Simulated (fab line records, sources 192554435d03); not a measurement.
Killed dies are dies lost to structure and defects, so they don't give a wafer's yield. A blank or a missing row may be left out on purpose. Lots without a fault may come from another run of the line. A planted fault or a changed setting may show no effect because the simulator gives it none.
fab line records | flow n5_finfet
record lots=5 wafers=13 last_day=17
route steps=1938 shown SD_EPI_N@276 SD_EPI_P@295 SD_ACTIVATION@332 MOL_CONTACT_COAG@537 BEOL_M4@1111
lots that met no fault: from a run of the same line without faults
start_h: hours from the record's first day to the start of the lot's first wafer shown | wait_h: hours since the lot's step before | " the same as in the row above | L1.1+2: a row that stands for several wafers | - no value, or no start given | * or withheld: withheld | < > ~ a bound
route shown NAME@n: a module of which the file shows steps, and the number in the route of the first | usual: mean/standard deviation of fault-free wafers | same: alike in all rows | chamber/n: place in a boat | sites: the reading at each site | _std_site: their standard deviation | _edge_site: outer sites' mean less inner sites' | radius_mm: how far each site lies from the wafer's centre | mask NAME#n: copy n | behind: the tool/chamber that last shaped the wafer | hold: why the lot was held/for how many hours/how that ended | device: the transistor (n, p or np) that didn't switch | end of line: the same wafers' tests at the end of the route | a step without rows: its recipe alone | killed: dies lost to structure and defects at the first sort, not the wafer's yield | map: a wafer's dies, x killed, . not, _ none there
set.NAME: the setting as run; set.NAME@STEP: as run at that earlier step | model.NAME: the simulator's own value behind a step, which no gauge read
lots at some steps of the route; a table a step, a row a wafer
services: from which hour (start_h, from the record's first day; less than 0 if before it) a tool's chamber was out of use, for how many hours, and why
## steps
# step N5_SD_EPI_N_STRIP_36
# recipe chemistry=N2/H2 temp_c=40 n2_flow_sccm=200 h2_flow_sccm=200 rf_frequency_hz=6e+07
# step N5_SD_EPI_N_ETCHBACK_44
# recipe chemistry=CH3F/O2 mode=anisotropic_etchback target=SiNx target_depth_a=145 stop_on=SiO2 over_etch_frac=0.3 ion_energy_ev=120 pressure_mtorr=30 source_w=395 bias_w=73 Ar_flow_sccm=150 CH3F_flow_sccm=30 O2_flow_sccm=20
# step N5_SD_EPI_N_ETCH_45
# recipe chemistry=CH3F/O2 target=SiOCN target_depth_a=60 mask_material=SOC ion_energy_ev=60 bias_w=29 pressure_mtorr=15 source_w=410 Ar_flow_sccm=150 CH3F_flow_sccm=30 O2_flow_sccm=20
# step N5_SD_EPI_N_ETCH_16
# recipe chemistry=CHF3/O2 target=SiO2 target_depth_a=50 mask_material=SOC pressure_mtorr=30 source_w=650 bias_w=170 Ar_flow_sccm=200 CHF3_flow_sccm=50 O2_flow_sccm=5 ion_energy_ev=200
# step N5_SD_EPI_N_STRIP_47
# recipe chemistry=CHF3/O2 resist=SiARC rf_frequency_hz=6e+07
# step N5_SD_EPI_N_SD_RECESS_17
# recipe chemistry=HBr/Cl2/O2 target_depth_a=410 mask_material=SOC time_s=23.7 bt_time_s=3 pressure_mtorr=10 icp_w=800 bias_w=112 HBr_flow_sccm=150 Cl2_flow_sccm=80 O2_flow_sccm=12
# step N5_SD_EPI_N_STRIP_38
# recipe chemistry=N2/H2 power_w=1000 temp_c=250 h2_frac=0.65 overash_fraction=0.3 pressure_mtorr=withheld n2_flow_sccm=1750 h2_flow_sccm=3250
# step N5_SD_EPI_N_WET_ETCH_43
# recipe chemistry=dHF dilution=withheld time_s=14 target=SiO2 target_depth_a=15 temp_c=25
# step N5_SD_EPI_N_STRIP_18
# recipe chemistry=SPM time_s=750 temp_c=130 h2so4_h2o2_vol_ratio=4
# step N5_SD_EPI_N_SRD_20
# recipe dry=ipa_marangoni do_ppb=5 time_s=30 temp_c=23 rinse_liquid=diw
# step N5_SD_EPI_N_PRECLEAN_48
# recipe chemistry=NF3:NH3 afs_cycles=2 temp_c=30 time_s=20 sublimation_temp_c=180 sublimation_time_s=60 pressure_torr=3 rf_power_w=30
# step N5_SD_EPI_N_VAPOR_ETCH_50
# recipe chemistry=HCl target=Si temp_c=775 time_s=54 pressure_torr=20 mode=isotropic
# step N5_SD_EPI_N_EPI_21
# recipe material=Si:P dopant=P temp_c=680 pressure_torr=255 time_s=690
# usual epi_growth_time_s=690/0
# columns lot.wafer tool chamber start_h wait_h epi_growth_time_s model.Si-P_of_SD_EPI_N_EPI_21.thk_nm
L831.1 epi_rpcvd-03 0 56.78 0.1 690 58.8
L831.3 " 0 " " 690 60
L831.6 " 0 " " 690 58.6
L836.2 epi_rpcvd-03 0 92.41 0.4 994.84 75.6
L836.6 " 0 93.53 1.4 690 58
L839.1 epi_rpcvd-03 0 104.12 0.1 994.84 75.8
L839.3 " 0 " " 690 58.4
L839.4 " 0 " " 690 58.8
L841.1 epi_rpcvd-03 0 120.40 0.1 994.84 76.6
L841.6 " 0 121.80 1.4 690 59.4
L852.4 epi_rpcvd-03 0 182.69 0.9 690 59.4
L852.5 " 0 " " 690 58.8
L852.6 " 0 " " 690 58.6
# step N5_SD_EPI_N_EPI_MEAS_23
# recipe mode=xrd
# usual thk_nm=59.0/1.2
# columns lot.wafer tool chamber start_h wait_h thk_nm
L831.1 film_metro-01 - 58.49 1.4 57.5
L831.3 " - " " 60.1
L831.6 " - " " 59.0
L836.2 film_metro-01 - 93.85 1.2 75.8
L836.6 " - " " 57.5
L839.1 film_metro-02 - 105.85 1.5 75.3
L839.3 " - " " 57.7
L839.4 " - " " 59.6
L841.1 film_metro-02 - 122.12 1.4 76.8
L841.6 " - " " 60.8
L852.4 film_metro-02 - 183.59 0.6 59.9
L852.5 " - " " 58.0
L852.6 " - " " 59.1
# step N5_SD_EPI_N_PRECLEAN_24
# recipe chemistry=O3/DIW time_s=60 temp_c=22 o3_ppm=10
# step N5_SD_EPI_N_SRD_25
# recipe time_s=30 temp_c=23 rinse_liquid=diw dry=ipa_marangoni
# step N5_SD_EPI_N_PRECLEAN_49
# recipe chemistry=NF3:NH3 afs_cycles=1 temp_c=30 time_s=20 sublimation_temp_c=180 sublimation_time_s=60 pressure_torr=3 rf_power_w=30
# step N5_SD_EPI_N_LINER_46
# recipe material=SiNx target_thk_a=30 temp_c=400 ald_precursor_family=SiH2I2 ald_co_reactant=N2/H2-plasma pressure_torr=2
# step N5_SD_EPI_P_COAT_34
# recipe resist=SOC temp_c=250 time_s=60 spin_rpm=1500 resist_thk_nm=350
# step N5_SD_EPI_P_COAT_35
# recipe resist=SiARC temp_c=220 time_s=60 spin_rpm=1500 resist_thk_nm=35
# step N5_SD_EPI_P_COAT_03
# recipe resist=CAR-ArF-block spin_rpm=1500 resist_thk_nm=150
# step N5_SD_EPI_P_EBR_05
# recipe solvent=PGMEA ebr_width_mm=1.5
# step N5_SD_EPI_P_SOFTBAKE_04
# recipe temp_c=110 time_s=60 resist=CAR-ArF-block
# step N5_SD_EPI_P_EXPOSE_06
# recipe mask_id=SD_P_BLK na=1.35 source_shape=conventional sigma_outer=0.8 polarization=unpolarized target_cd_nm=240 dose_mj=39.5
# step N5_SD_EPI_P_PEB_07
# recipe peb_temp_c=110 peb_time_s=60 resist=CAR-ArF-block
# step N5_SD_EPI_P_DEVELOP_08
# recipe develop_time_s=30 developer=TMAH resist=CAR-ArF-block dev_temp_c=23 rinse_liquid=diw dry=air_spin
# step N5_SD_EPI_P_DESCUM_14
# recipe chemistry=O2 time_s=7.9 source_power_w=50 bias_power_w=20 pressure_mtorr=20 rf_frequency_hz=2.712e+07 temp_c=40 resist=CAR-ArF-block o2_flow_sccm=225
# step N5_SD_EPI_P_ETCH_36
# recipe chemistry=CF4 target=SiARC target_depth_a=455 mask_material=CAR-ArF-block time_s=75.8 ion_energy_ev=80 pressure_mtorr=40 source_w=545 bias_w=36 Ar_flow_sccm=100 cf4_flow_sccm=100 ends=cleared
# step N5_SD_EPI_P_ETCH_37
# recipe chemistry=N2/H2 target=SOC overetch_a=1080 mask_material=SiARC temp_c=40 ion_energy_ev=100 source_w=3000 bias_w=133 pressure_mtorr=20 time_s=486 n2_flow_sccm=200 h2_flow_sccm=200 ends=end_point
# step N5_SD_EPI_P_STRIP_38
# recipe chemistry=N2/H2 temp_c=40 n2_flow_sccm=200 h2_flow_sccm=200 rf_frequency_hz=6e+07
# step N5_SD_EPI_P_ETCHBACK_46
# recipe chemistry=CH3F/O2 mode=anisotropic_etchback target=SiNx target_depth_a=175 stop_on=SiO2 over_etch_frac=0.3 ion_energy_ev=120 pressure_mtorr=30 source_w=395 bias_w=73 Ar_flow_sccm=150 CH3F_flow_sccm=30 O2_flow_sccm=20
# step N5_SD_EPI_P_ETCH_47
# recipe chemistry=CH3F/O2 target=SiOCN target_depth_a=250 mask_material=SOC ion_energy_ev=60 bias_w=29 pressure_mtorr=30 source_w=410 Ar_flow_sccm=150 CH3F_flow_sccm=30 O2_flow_sccm=20
# step N5_SD_EPI_P_ETCH_16
# recipe chemistry=CHF3/O2 target=SiO2 target_depth_a=50 mask_material=SOC pressure_mtorr=30 source_w=650 bias_w=170 Ar_flow_sccm=200 CHF3_flow_sccm=50 O2_flow_sccm=5 ion_energy_ev=200
# step N5_SD_EPI_P_STRIP_50
# recipe chemistry=CHF3/O2 resist=SiARC rf_frequency_hz=6e+07
# step N5_SD_EPI_P_SD_RECESS_17
# recipe chemistry=HBr/Cl2/O2 target_depth_a=391 bt_time_s=3 pressure_mtorr=10 icp_w=800 bias_w=112 HBr_flow_sccm=150 Cl2_flow_sccm=80 O2_flow_sccm=12
# step N5_SD_EPI_P_WET_ETCH_45
# recipe chemistry=dHF dilution=withheld time_s=10.7 target=SiO2 target_depth_a=20 temp_c=25 dry=ipa_marangoni rinse_time_s=30 rinse_temp_c=23
# step N5_SD_EPI_P_STRIP_40
# recipe chemistry=N2/H2 power_w=1000 temp_c=250 h2_frac=0.65 overash_fraction=0.3 pressure_mtorr=withheld n2_flow_sccm=1750 h2_flow_sccm=3250
# step N5_SD_EPI_P_PRECLEAN_52
# recipe chemistry=O3/DIW time_s=60 temp_c=22 o3_ppm=10
# step N5_SD_ACTIVATION_RS_MEAS_03
# recipe thk_meas_gauge=four-point-probe
# usual RS_SD_N=21.93/0.26 RS_SD_P=56.1/0.99
# columns lot.wafer tool chamber start_h wait_h RS_SD_N[ohm/sq] RS_SD_P[ohm/sq]
L831.1 film_metro-01 - 64.00 0.2 21.94 57.4
L831.3 " - " " 21.48 58.0
L831.6 " - " " 21.99 57.6
L836.2 film_metro-02 - 100.06 0.2 16.97 56.9
L836.6 " - " " 22.07 57.7
L839.1 film_metro-01 - 111.10 0.2 17.29 57.3
L839.3 " - " " 22.25 56.2
L839.4 " - " " 22.10 57.4
L841.1 film_metro-01 - 127.62 0.2 16.82 54.6
L841.6 " - " " 21.72 54.0
L852.4 film_metro-02 - 188.73 0.2 21.87 55.2
L852.5 " - " " 22.01 55.2
L852.6 " - " " 21.92 56.0
# step N5_MOL_CONTACT_COAG_ETCH_15
# recipe chemistry=CH3F/O2 target=SiNx target_depth_a=70 mask_material=SOC stop_on=Si:P over_etch_frac=0.75 ion_energy_ev=120 pressure_mtorr=30 source_w=395 bias_w=73 Ar_flow_sccm=150 CH3F_flow_sccm=30 O2_flow_sccm=20
# usual drypump_motor_current_A=5.5/0.42 oes_product_au=0.57/0.055 rf_vpp_V=297.0/2.4 showerhead_plenum_p_Torr=1.98/0.093 throttle_valve_pct=16.43/0.18
# columns lot.wafer tool chamber start_h wait_h drypump_motor_current_A oes_product_au rf_hours_counter_h rf_vpp_V showerhead_plenum_p_Torr throttle_valve_pct model.Si-P_of_SD_EPI_N_EPI_21.thk_nm
L831.1 rie_diel-02 0 95.98 0.0 5.9 0.59 95 299.5 2.11 16.52 58
L831.3 " 3 " " 5.7 0.55 164 296.9 1.99 16.09 59.2
L831.6 " 3 " " 5.7 0.56 - 297.7 1.99 16.10 57.8
L836.2 rie_diel-01 0 131.21 0.0 5.0 0.52 209 297.6 1.89 16.36 74.6
L836.6 " 2 " " 4.9 0.55 - 293.7 1.84 16.52 57.2
L839.1 rie_diel-01 0 140.14 0.0 5.0 0.52 213 295.5 1.89 16.39 74.8
L839.3 " 1 " " 5.3 0.59 114 295.0 1.93 16.46 57.6
L839.4 " 1 " " 5.3 0.59 - 294.6 1.93 16.47 58
L841.1 rie_diel-06 0 156.25 0.0 5.6 0.61 62 298.6 2.12 16.25 75.6
L841.6 " 2 " " 5.9 0.51 - 297.6 1.99 16.55 58.6
L852.4 rie_diel-01 3 219.15 0.0 5.6 0.65 20 298.3 2.05 16.27 58.6
L852.5 " 0 " " 5.0 0.51 - 294.8 1.88 16.43 58
L852.6 " 1 " " 5.3 0.57 - 292.3 1.92 16.52 57.8
# step N5_BEOL_M4_RC_MEAS_101
# usual DIBL_N=36.4/1.5 DIBL_P=35.8/1.7 IOFF_N=0.154/0.022 IOFF_P=0.21/0.031 ION_N=672/8.8 ION_P=462/7.2 RS_SD_N=28.5/0.34 SS_N=71.5/0.53 SS_P=73.2/0.62 VT_N=250.4/2.5 VT_P=-250/3.5
# columns lot.wafer tool chamber start_h wait_h DIBL_N[mV/V] DIBL_P[mV/V] IOFF_N[nA/um] IOFF_P[nA/um] ION_N[uA/um] ION_P[uA/um] RS_SD_N[ohm/sq] SS_N[mV/dec] SS_P[mV/dec] VT_N[mV] VT_P[mV]
L831.1 prober-01 0 171.00 0.0 39.1 38.6 0.185 0.27 675 468 28.7 72.0 73.6 247.0 -246
L831.3 " 0 " " 38.7 37.9 0.183 0.26 676 466 27.7 71.2 74.0 249.4 -248
L831.6 " 0 " " 39.5 38.2 0.185 0.26 678 466 28.7 71.5 73.6 247.9 -243
L836.2 prober-02 0 219.89 0.2 35.6 33.8 0.144 0.18 674 457 22.2 70.5 72.7 251.2 -253
L836.6 " 0 " " 37.3 35.1 0.159 0.19 668 454 29.0 72.0 72.9 250.3 -254
L839.1 prober-01 0 246.27 0.0 36.1 35.4 0.141 0.17 672 452 22.0 70.9 73.0 251.3 -254
L839.3 " 0 " " 34.6 34.8 0.120 0.17 662 454 28.7 71.5 71.9 254.8 -255
L839.4 " 0 " " 36.3 36.6 0.148 0.19 676 461 28.7 71.8 73.9 251.2 -253
L841.1 prober-01 0 262.57 0.0 38.3 37.0 0.190 0.23 693 469 21.9 71.6 73.6 246.4 -248
L841.6 " 0 " " 37.2 35.6 0.164 0.21 663 459 28.2 71.4 73.5 251.8 -250
L852.4 prober-01 0 301.30 0.5 37.2 36.3 0.176 0.25 689 473 28.3 71.9 74.3 248.4 -246
L852.5 " 0 " " 36.9 34.8 0.156 0.22 667 459 28.7 72.1 72.9 252.1 -247
L852.6 " 0 " " 36.4 35.2 0.161 0.23 678 467 28.9 71.9 72.9 250.2 -249
## services
# columns tool chamber start_h hours kind
rie_diel-02 - 45.09 0.2 repair
rie_diel-06 3 49.29 - clean
rie_diel-06 3 49.29 - consumable_replace:focus_ring
rie_diel-06 3 49.29 30.9 scheduled_down
rie_diel-06 3 49.29 30.9 vent_cycle
rie_diel-02 - 54.30 2.8 pm
rie_diel-01 0 59.30 9.6 repair
rie_diel-06 1 74.57 7.5 repair
rie_diel-02 2 95.57 12.9 repair
rie_diel-01 3 126.25 - clean
rie_diel-01 3 126.25 - consumable_replace:focus_ring
rie_diel-01 3 126.25 31.0 scheduled_down
rie_diel-01 3 126.25 31.0 vent_cycle
epi_rpcvd-03 - 137.93 0.9 repair
rie_diel-06 1 152.17 - clean
rie_diel-06 1 152.17 - consumable_replace:focus_ring
rie_diel-06 1 152.17 - consumable_replace:showerhead
rie_diel-06 1 152.17 15.1 scheduled_down
rie_diel-06 1 152.17 15.1 vent_cycle
rie_diel-02 2 170.33 32.7 repair
rie_diel-01 1 192.44 4.1 repair
## key
first_sign step=N5_SD_EPI_N_EPI_21 reading=epi_growth_time_s direction=up sigmas=99+ usual=* struck=*
effect step=N5_SD_EPI_N_EPI_MEAS_23 reading=thk_nm direction=up sigmas=14 usual=* struck=*
effect step=N5_SD_ACTIVATION_RS_MEAS_03 reading=RS_SD_N direction=down sigmas=19 usual=21.93 struck=17.03
effect step=N5_BEOL_M4_RC_MEAS_101 reading=RS_SD_N direction=down sigmas=19 usual=28.5 struck=22.0
model_effect step=N5_SD_EPI_N_EPI_21 value=Si-P_of_SD_EPI_N_EPI_21.thk_nm without=58.4 struck=76
model_effect step=N5_MOL_CONTACT_COAG_ETCH_15 value=Si-P_of_SD_EPI_N_EPI_21.thk_nm without=57.4 struck=74.7
met_at N5_SD_EPI_N_EPI_21
struck_wafers L836.2,L839.1,L841.1
onset_between 56.78 92.41
fault kind=process_parameter_drift tool=epi_rpcvd-03 chamber=- onset_h=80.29 steps=N5_SD_EPI_N_EPI_21 channel=epi_growth_time_s offset=* shape=step end_h=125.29 scope=struck_wafers_only acts_in=* stated=*
